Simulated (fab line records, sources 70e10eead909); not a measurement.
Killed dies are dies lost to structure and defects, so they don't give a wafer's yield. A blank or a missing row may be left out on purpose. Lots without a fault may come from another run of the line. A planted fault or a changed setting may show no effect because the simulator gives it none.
Chamber matching | flow nand_harc | NHARC_P_GATE_ETCH_104 on rie_diel-06: 4 sister chambers
The step etches the open film in CF4/CHF3, target depth 60 nm. 14 wafers are shown with their chamber, then 7 later ones without.

WAFERS WITH THEIR CHAMBER
wafer  | chamber | rf_vpp_V (V) | rf_fwd_power_W (W) | cf4_flow_sccm (sccm)
L078.2 | 2       | 370.7        | 495.4              | 100.1
L078.4 | 3       | 369.3        | 495.9              | 100.6
L078.6 | 2       | 369.6        | 493.0              | 99.9
L082.1 | 3       | 369.0        | 497.2              | 99.6
L082.4 | 2       | 370.5        | 495.7              | 99.4
L082.6 | 1       | 370.6        | 492.3              | 99.8
L083.1 | 0       | 373.1        | 491.1              | 100.0
L083.4 | 2       | 370.6        | 494.9              | 99.7
L083.6 | 0       | 372.9        | 492.3              | 99.7
L085.1 | 2       | 370.2        | 494.8              | 99.5
L085.3 | 3       | 369.3        | 495.0              | 99.9
L085.5 | 1       | 371.2        | 493.3              | 100.2
L086.3 | 1       | 372.2        | 493.0              | 100.2
L086.4 | 0       | 373.4        | 492.4              | 99.9

SIGNATURES (means of the wafers above)
reading        | chamber 0 | chamber 1 | chamber 2 | chamber 3 | scatter within a chamber
rf_vpp_V       | 373.133   | 371.333   | 370.320   | 369.200   | 0.478
rf_fwd_power_W | 491.933   | 492.867   | 494.760   | 496.033   | 0.918
cf4_flow_sccm  | 99.867    | 100.067   | 99.720    | 100.033   | 0.317
Rule: a wafer's distance from a chamber is the root of the sum, over the readings, of the square of ((its reading less the chamber's mean) divided by the reading's scatter). The wafer belongs to the nearest chamber; if the next one is less than 2 further off, it can't be placed. The scatter: the root of (the sum of the squares of (reading less its chamber's mean) over the shown wafers, divided by (wafers less chambers)).

WAFERS WITHOUT THEIR CHAMBER
wafer  | rf_vpp_V (V) | rf_fwd_power_W (W) | cf4_flow_sccm (sccm)
L086.6 | 370.9        | 496.3              | 100.1
L089.2 | 373.1        | 490.0              | 100.0
L089.3 | 373.1        | 492.7              | 100.6
L089.5 | 373.6        | 490.2              | 100.0
L090.1 | 373.6        | 492.9              | 99.8
L090.2 | 369.8        | 495.9              | 100.4
L090.6 | 372.3        | 493.0              | 100.1

WHICH CHAMBER EACH WENT THROUGH
wafer  | from the rows above          | in truth
L086.6 | can't be placed: 2 or 3 or 1 | 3
L089.2 | 0                            | 0
L089.3 | can't be placed: 0 or 1      | 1
L089.5 | 0                            | 0
L090.1 | 0                            | 0
L090.2 | can't be placed: 3 or 2      | 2
L090.6 | can't be placed: 1 or 0      | 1
Placed correctly: 3 of 7. Can't be placed from these rows: 4 (the true chamber is among the candidates in 4). Placed wrongly: 0.
